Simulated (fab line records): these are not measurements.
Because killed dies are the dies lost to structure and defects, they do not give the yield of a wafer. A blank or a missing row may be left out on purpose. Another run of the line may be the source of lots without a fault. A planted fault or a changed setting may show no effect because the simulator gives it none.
What tool caused it? ; flow n5 finfet ; 10 lots with 28 wafers sampled at 5 steps, on a route of 1938 steps

## WHAT THE GAUGES READ, wafer by wafer
N5_BEOL_M4_RC_MEAS_101. Usual: DIBL_N 36.2 mV/V, standard deviation 1.2; DIBL_P 36.3 mV/V, standard deviation 1.3; IOFF_N 0.155 nA/um, standard deviation 0.019; IOFF_P 0.210 nA/um, standard deviation 0.029; ION_N 677 uA/um, standard deviation 8.6; ION_P 465 uA/um, standard deviation 6.8; SS_N 71.4 mV/dec, standard deviation 0.48; SS_P 73.2 mV/dec, standard deviation 0.53; VT_N 249.9 mV, standard deviation 2.4; VT_P -250 mV, standard deviation 3.2.
lot;measured;on;DIBL_N (mV/V);DIBL_P (mV/V);IOFF_N (nA/um);IOFF_P (nA/um);ION_N (uA/um);ION_P (uA/um);SS_N (mV/dec);SS_P (mV/dec);VT_N (mV);VT_P (mV);flag
L803;day 8 08:42;prober-01;35.3 36.7 34.3;36.5 38.1 35.1;0.138 0.162 0.116;0.190 0.215 0.163;682 675 674;470 464 460;70.8 72.0 70.3;73.2 73.5 72.9;250.0 250.2 257.5;-251 -249 -254;
L805;day 8 20:08;prober-01;34.5 34.6 34.0;35.1 34.9 34.1;0.138 0.140 0.121;0.196 0.194 0.177;682 670 664;470 465 456;70.4 70.7 70.3;73.4 72.7 72.9;250.0 251.1 253.0;-249 -251 -254;
L807;day 9 14:22;prober-02;37.6 37.2 36.1;37.0 36.6 35.7;0.164 0.149 0.144;0.198 0.181 0.183;679 673 674;458 457 465;71.6 71.4 71.0;73.7 74.1 73.3;248.7 252.1 251.6;-252 -253 -251;
L808;day 10 00:17;prober-02;35.7 34.8 33.7;36.7 35.9 34.1;0.176 0.147 0.128;0.239 0.219 0.190;682 680 681;470 474 467;71.8 70.9 70.7;72.9 74.0 73.0;251.2 250.3 250.1;-250 -252 -250;
L809;day 10 17:09;prober-01;35.4 36.3 34.9;36.0 36.8 35.4;0.149 0.161 0.133;0.187 0.198 0.178;678 689 667;464 469 464;71.4 71.6 71.3;72.9 73.5 73.0;248.8 249.3 252.8;-254 -252 -255;
L811;day 10 08:52;prober-01;37.3 35.2 35.7;38.1 36.1 36.5;0.192 0.156 0.164;0.255 0.230 0.228;688 674 676;467 461 467;71.8 71.5 71.1;74.0 73.6 72.9;248.3 248.8 248.3;-245 -245 -249;
L814;day 11 21:41;prober-01;35.9 34.9 37.9;36.1 34.8 38.3;0.138 0.127 0.181;0.197 0.173 0.234;662 664 681;462 461 466;71.7 71.5 72.2;73.6 72.1 73.4;251.8 252.5 248.7;-250 -252 -250;
L818;day 12 16:52;prober-01;34.9 35.5;35.2 36.2;0.129 0.147;0.162 0.182;666 669;449 455;71.6 71.6;72.5 73.1;256.9 251.4;-258 -253;
L820;day 12 18:44;prober-02;36.5 36.0;37.6 37.3;0.155 0.145;0.216 0.219;672 676;464 463;70.9 71.8;73.4 73.5;250.2 251.1;-248 -248;
L822;day 13 15:44;prober-02;34.4 35.5 35.8;35.3 36.5 36.0;0.122 0.139 0.135;0.160 0.180 0.172;668 681 664;457 462 452;70.6 71.3 71.3;72.8 73.1 72.6;253.7 249.6 249.5;-255 -254 -251;

## EACH LOT AND THE TOOL THAT RAN IT (in order: tool; ch and the chambers of the sampled wafers; start)
lot;N5_GATE_CUT_VAPOR_ETCH_60;N5_GATE_CUT_ETCH_58;N5_GATE_CUT_CMP_02;N5_GATE_CUT_HM_DEP_46
L803;rie metal-02 ch 0,1, day 4 21:45;rie diel-03 ch 0,3, day 4 21:48;cmp-02 ch 0,1,2, day 5 00:31;pecvd-03 ch 0,1,2, day 5 00:45
L805;rie metal-02 ch 0,1, day 5 03:11;rie diel-05 ch 0,3, day 5 03:19;cmp-02 ch 0,1,3, day 5 05:59;pecvd-03 ch 0,1,2, day 5 06:26
L807;rie metal-01 ch 0,1, day 6 00:07;rie diel-05 ch 0,1,2, day 6 00:10;cmp-02 ch 1,2, day 6 02:46;pecvd-03 ch 0,2, day 6 03:05
L808;rie metal-03 ch 0,1, day 6 02:16;rie diel-03 ch 1,2, day 6 02:19;cmp-04 ch 0,1, day 6 05:20;pecvd-02 ch 0,1,2, day 6 05:40
L809;rie metal-01 ch 0,1, day 6 05:28;rie diel-06 ch 0,1,3, day 6 05:34;cmp-03 ch 1,2, day 6 08:09;pecvd-01 ch 0,1,2, day 6 08:29
L811;rie metal-01 ch 0,1, day 6 13:51;rie diel-06 ch 1,3, day 6 13:54;cmp-04 ch 1,2, day 6 16:30;pecvd-02 ch 0,2, day 6 16:50
L814;rie metal-01 ch 0,1, day 7 15:10;rie diel-05 ch 0,3, day 7 15:25;cmp-04 ch 0,1,3, day 7 19:09;pecvd-02 ch 0,1,2, day 7 19:23
L818;rie metal-01 ch 0, day 8 09:32;rie diel-03 ch 1,3, day 8 09:35;cmp-02 ch 0,1, day 8 12:58;pecvd-03 ch 1,2, day 8 13:13
L820;rie metal-01 ch 0,1, day 8 19:01;rie diel-05 ch 1,2, day 8 19:13;cmp-02 ch 0,1, day 8 22:22;pecvd-03 ch 0,1, day 8 22:35
L822;rie metal-03 ch 0,1, day 9 09:46;rie diel-03 ch 0,1,2, day 9 09:50;cmp-02 ch 1,2,3, day 9 12:28;pecvd-03 ch 0,2, day 9 12:46
- N5_GATE_CUT_VAPOR_ETCH_60: etches HfO2 in BCl3/Cl2.
- N5_GATE_CUT_ETCH_58: etches SiNx in CH3F/O2, target depth 17 nm, time 128.6 s.
- N5_GATE_CUT_CMP_02: polishes, stops on SiO2, t overpolish 12.7 s, target thk 0 nm.
- N5_GATE_CUT_HM_DEP_46: deposits SiO2 from TEOS/O2, target thk 130 nm, time 26.6 s.

## WHAT THE TOOLS THEMSELVES READ (means of the sampled wafers that have a number; where no wafer has one, the mark that the record gives instead)
N5_GATE_CUT_VAPOR_ETCH_60. Usual: drypump motor current A 5.6 A, standard deviation 0.41; oes product au 0.81 a.u., standard deviation 0.085.
lot;tool;drypump motor current A (A);oes product au (a.u.);flag
L803;rie metal-02;5.8;0.77;
L805;rie metal-02;5.8;0.76;
L807;rie metal-01;5.3;0.88;
L808;rie metal-03;5.9;0.71;
L809;rie metal-01;5.3;0.89;
L811;rie metal-01;5.3;0.89;
L814;rie metal-01;5.3;0.88;
L818;rie metal-01;5.3;0.86;
L820;rie metal-01;5.3;0.86;
L822;rie metal-03;6.2;0.86;

N5_GATE_CUT_ETCH_58. Usual: drypump motor current A 5.5 A, standard deviation 0.37; oes product au 0.78 a.u., standard deviation 0.083; rf vpp V 99.1 V, standard deviation 0.94; showerhead plenum p Torr 2.01 Torr, standard deviation 0.052; throttle valve pct 16.34 %, standard deviation 0.23.
lot;tool;drypump motor current A (A);oes product au (a.u.);rf vpp V (V);showerhead plenum p Torr (Torr);throttle valve pct (%);flag
L803;rie diel-03;5.9;0.72;98.3;1.98;16.44;
L805;rie diel-05;5.2;0.76;98.7;2.01;16.25;
L807;rie diel-05;5.2;0.81;99.5;1.99;16.40;
L808;rie diel-03;5.3;0.79;99.5;2.05;16.10;
L809;rie diel-06;5.4;0.71;98.1;1.95;16.57;
L811;rie diel-06;5.6;0.69;98.5;1.92;16.57;
L814;rie diel-05;5.2;0.75;98.6;2.01;16.28;
L818;rie diel-03;5.2;0.79;98.1;2.01;16.34;
L820;rie diel-05;5.4;0.84;99.4;1.98;16.34;
L822;rie diel-03;5.7;0.81;98.6;2.02;16.09;

N5_GATE_CUT_CMP_02. Usual: head pressure psi 2.501 psi, standard deviation 0.0048; motor current A 8.7 A, standard deviation 0.78; overpolish run s 12.700 s, standard deviation 0.0081; time to endpoint s 25.8 s, standard deviation 2.
lot;tool;head pressure psi (psi);motor current A (A);overpolish run s (s);time to endpoint s (s);flag
L803;cmp-02;2.502;8.5;12.703;24.1;
L805;cmp-02;2.505;8.1;12.707;27.6;
L807;cmp-02;2.499;9.3;12.699;27.5;
L808;cmp-04;2.502;9.3;12.705;24.8;
L809;cmp-03;2.503;8.7;12.707;25.0;
L811;cmp-04;2.505;9.0;12.705;25.3;
L814;cmp-04;2.500;9.2;12.699;23.4;
L818;cmp-02;2.502;8.3;12.694;21.4;
L820;cmp-02;2.499;8.3;12.685;20.8;
L822;cmp-02;2.496;8.6;12.705;22.3;

N5_GATE_CUT_HM_DEP_46. Usual: heater power w 524 W, standard deviation 120; showerhead plenum p Torr 8.332 Torr, standard deviation 0.027; throttle valve pct 18.9 %, standard deviation 1.
lot;tool;heater power w (W);showerhead plenum p Torr (Torr);throttle valve pct (%);flag
L803;pecvd-03;553;8.329;19.3;
L805;pecvd-03;621;8.346;19.3;
L807;pecvd-03;586;8.336;19.9;
L808;pecvd-02;468;8.322;18.5;
L809;pecvd-01;424;8.326;18.4;
L811;pecvd-02;462;8.326;18.1;
L814;pecvd-02;449;8.313;18.7;
L818;pecvd-03;704;8.358;18.8;
L820;pecvd-03;524;8.325;20.1;
L822;pecvd-03;588;8.318;19.8;

## THE ANSWER, worked out from the rows above alone
Rule: lot off if the mean of its wafers having a number is beyond 3 standard deviations from the usual mean. A lot without any number at a reading at which 4 lots or more have one is off too. The other lots that the step has rows for count as sound. First the gauges in route order, then the tools' own readings, where a lot's mean is used as printed above. The first step at which some lot is off is used, and at that step the reading that is off furthest; a lot without a number counts as furthest.
Across all readings shown, no lot is off: no conclusion can be drawn from this.

## WHAT THE SIMULATOR PUT IN
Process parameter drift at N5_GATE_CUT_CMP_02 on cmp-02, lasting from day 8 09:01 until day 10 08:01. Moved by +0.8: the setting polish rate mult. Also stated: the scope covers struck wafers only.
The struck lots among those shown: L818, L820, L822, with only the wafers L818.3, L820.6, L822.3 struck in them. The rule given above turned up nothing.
